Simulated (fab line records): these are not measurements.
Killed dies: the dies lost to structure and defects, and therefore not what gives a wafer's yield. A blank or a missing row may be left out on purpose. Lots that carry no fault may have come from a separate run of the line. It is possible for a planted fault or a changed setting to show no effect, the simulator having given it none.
Chamber matching | flow n5-finfet | N5_PMOS_HMC_CHANNEL_EPI_FIN_RECESS_16 on rie-si-02 has 4 sister chambers
The step chemistry HBr/Cl2, target Si, target depth 54 nm, time 18 s. 18 wafers are shown with their chamber, then 9 later ones without.

== WAFERS WITH THEIR CHAMBER ==
wafer  | chamber | throttle-valve-pct (%) | drypump-motor-current-A (A) | oes-product-au (a.u.)
L076.1 | 1       | 35.86                  | 6.4                         | 1.009
L076.3 | 2       | 35.47                  | 4.9                         | 0.962
L076.6 | 2       | 35.44                  | 4.9                         | 0.976
L078.1 | 1       | 35.88                  | 6.3                         | 1.013
L078.3 | 2       | 35.43                  | 5.0                         | 0.976
L078.5 | 1       | 35.87                  | 6.3                         | 1.008
L080.2 | 3       | 35.50                  | 5.8                         | 0.965
L080.5 | 3       | 35.48                  | 5.8                         | 0.975
L080.6 | 2       | 35.43                  | 4.9                         | 0.973
L083.1 | 3       | 35.51                  | 5.8                         | 0.988
L083.4 | 0       | 35.54                  | 5.8                         | 1.007
L083.5 | 3       | 35.48                  | 5.8                         | 0.989
L084.1 | 1       | 35.87                  | 6.4                         | 1.015
L084.5 | 3       | 35.49                  | 5.8                         | 0.978
L084.6 | 0       | 35.54                  | 5.7                         | 0.998
L088.2 | 1       | 35.88                  | 6.4                         | 1.012
L088.3 | 2       | 35.44                  | 4.9                         | 0.971
L088.5 | 0       | 35.54                  | 5.8                         | 1.006

SIGNATURES (averages over the wafers above)
reading                 | chamber 0 | chamber 1 | chamber 2 | chamber 3 | scatter within a chamber
throttle-valve-pct      | 35.5400   | 35.8720   | 35.4420   | 35.4920   | 0.0121
drypump-motor-current-A | 5.767     | 6.360     | 4.920     | 5.800     | 0.0436
oes-product-au          | 1.00367   | 1.01140   | 0.97160   | 0.97900   | 0.0066
Rule: distance of a wafer from a chamber = root of the sum over the readings of ((wafer's reading minus chamber's mean) / reading's scatter) squared. If the next closest chamber is less than 2 further off than the closest, the wafer can't be placed; otherwise it belongs to the closest. How the scatter is found: for the shown wafers, subtract from each reading the mean of its chamber, square and add these, divide the total by (wafers less chambers), then take the root.

== WAFERS WHOSE CHAMBER IS MISSING ==
wafer  | throttle-valve-pct (%) | drypump-motor-current-A (A) | oes-product-au (a.u.)
L091.1 | 35.44                  | 4.9                         | 0.973
L091.2 | 35.86                  | 6.4                         | 1.008
L091.4 | 35.47                  | 5.8                         | 0.985
L094.1 | 35.48                  | 5.8                         | 0.987
L094.2 | 35.88                  | 6.4                         | 1.009
L094.3 | 35.45                  | 4.9                         | 0.979
L096.1 | 35.43                  | 4.9                         | 0.983
L096.5 | 35.54                  | 5.8                         | 1.008
L096.6 | 35.50                  | 5.8                         | 0.979

== WHICH CHAMBER EACH ONE RAN IN ==
wafer  | from the rows above | in truth
L091.1 | 2                   | 2
L091.2 | 1                   | 1
L091.4 | 3                   | 3
L094.1 | 3                   | 3
L094.2 | 1                   | 1
L094.3 | 2                   | 2
L096.1 | 2                   | 2
L096.5 | 0                   | 0
L096.6 | 3                   | 3
Correctly placed: 9 of 9. Not placeable from these rows: 0. 0 placed wrongly.
